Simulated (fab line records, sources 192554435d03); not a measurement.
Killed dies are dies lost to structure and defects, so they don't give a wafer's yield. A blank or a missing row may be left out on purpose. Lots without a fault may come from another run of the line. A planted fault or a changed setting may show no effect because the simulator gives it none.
Split-lot experiment | flow n5_finfet | 7 lots, 21 wafers read, on a route of 1938 steps

THE SPLIT
At N5_MIM_TOP_ALD_01 (deposits HfO2, target thk 5.6 nm, pulse time 1 s, purge time 3 s), the setting ald_cycles was moved away from the recipe's 62 on 10 of the 21 wafers read, by -14.5% to +11.3%. The other wafers ran this setting at the recipe's value.

The reading is taken at the split's own step.

THE READING
HfO2_of_MIM_TOP_ALD_01.thk_nm (the simulator's own value, which no gauge read), in nm, at N5_MIM_TOP_ALD_01 (deposits HfO2, target thk 5.6 nm, pulse time 1 s, purge time 3 s). The file gives no usual value for it.

wafer  | tool, chamber at the split | ald_cycles as run | against the recipe | HfO2_of_MIM_TOP_ALD_01.thk_nm, nm | against lot-mates on the recipe
L075.1 | ald_hk-02, 2,3             | 68                | +9.7%              | 6.2                               | +0.6
L075.2 | ald_hk-02, 2,3             | 68                | +9.7%              | 6.2                               | +0.6
L075.4 | ald_hk-02, 0               | 62                | recipe             | 5.6                               | -
L083.2 | ald_hk-03, 1,0             | 68                | +9.7%              | 6.2                               | +0.6
L083.5 | ald_hk-03, 1,0             | 68                | +9.7%              | 6.2                               | +0.6
L083.6 | ald_hk-03, 1               | 62                | recipe             | 5.6                               | -
L081.1 | ald_hk-01, 0               | 62                | recipe             | 5.6                               | -
L081.3 | ald_hk-01, 3,1             | 56                | -9.7%              | 5                                 | -0.6
L081.6 | ald_hk-01, 3,1             | 56                | -9.7%              | 5                                 | -0.6
L084.1 | ald_hk-02, 1,3             | 62                | recipe             | 5.6                               | -
L084.2 | ald_hk-02, 1,3             | 62                | recipe             | 5.6                               | -
L084.4 | ald_hk-02, 2               | 69                | +11.3%             | 6.2                               | +0.6
L085.4 | ald_hk-01, 0,2,3           | 62                | recipe             | 5.6                               | -
L085.5 | ald_hk-01, 0,2,3           | 62                | recipe             | 5.6                               | -
L085.6 | ald_hk-01, 0,2,3           | 62                | recipe             | 5.6                               | -
L089.3 | ald_hk-01, 3,0             | 62                | recipe             | 5.6                               | -
L089.4 | ald_hk-01, 3,0             | 62                | recipe             | 5.6                               | -
L089.5 | ald_hk-01, 1               | 66                | +6.5%              | 6                                 | +0.4
L091.1 | ald_hk-01, 2               | 62                | recipe             | 5.6                               | -
L091.3 | ald_hk-01, 0,2             | 53                | -14.5%             | 4.8                               | -0.8
L091.5 | ald_hk-01, 0,2             | 53                | -14.5%             | 4.8                               | -0.8
Where a row lists several chambers, the file gives one row for several wafers and doesn't say which wafer went through which chamber.

THE FIT
A straight line over all 21 wafers: HfO2_of_MIM_TOP_ALD_01.thk_nm changes by +0.0585 nm for each +1% of ald_cycles; r = +1.00; the points scatter about the line by 0.028 nm.
The same after taking each lot's own level away (the mean of its wafers on the recipe; 21 wafers): +0.0585 nm for each +1%; r = +1.00; scatter 0.028 nm.
On that fit, the largest move of ald_cycles shifts the reading by 0.85 nm.
The lots' own levels span 5.60 to 5.60 nm.
So the lot-to-lot level changes the slope little: the two slopes agree.
Check: with one of the wafers moved furthest among these (-14.5%) left out of the fit, the line predicts -0.856 nm for it against its lot-mates. It came out at -0.8 nm against them.

OTHER SPLITS ON THESE WAFERS
These wafers also went through other splits before the reading. Each is held against what the fit with the lots' levels taken away leaves over:
other split on the same wafers | wafers away from the commonest value | r with HfO2_of_MIM_TOP_ALD_01.thk_nm (lot level and that fit taken away)
N5_BEOL_M15_EXPOSE_25 dose_mj  | 7                                    | -0.36

THE FILE'S OWN FIT
HfO2_of_MIM_TOP_ALD_01.thk_nm changes by +0.0581 nm for each +1% of ald_cycles, r = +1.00.
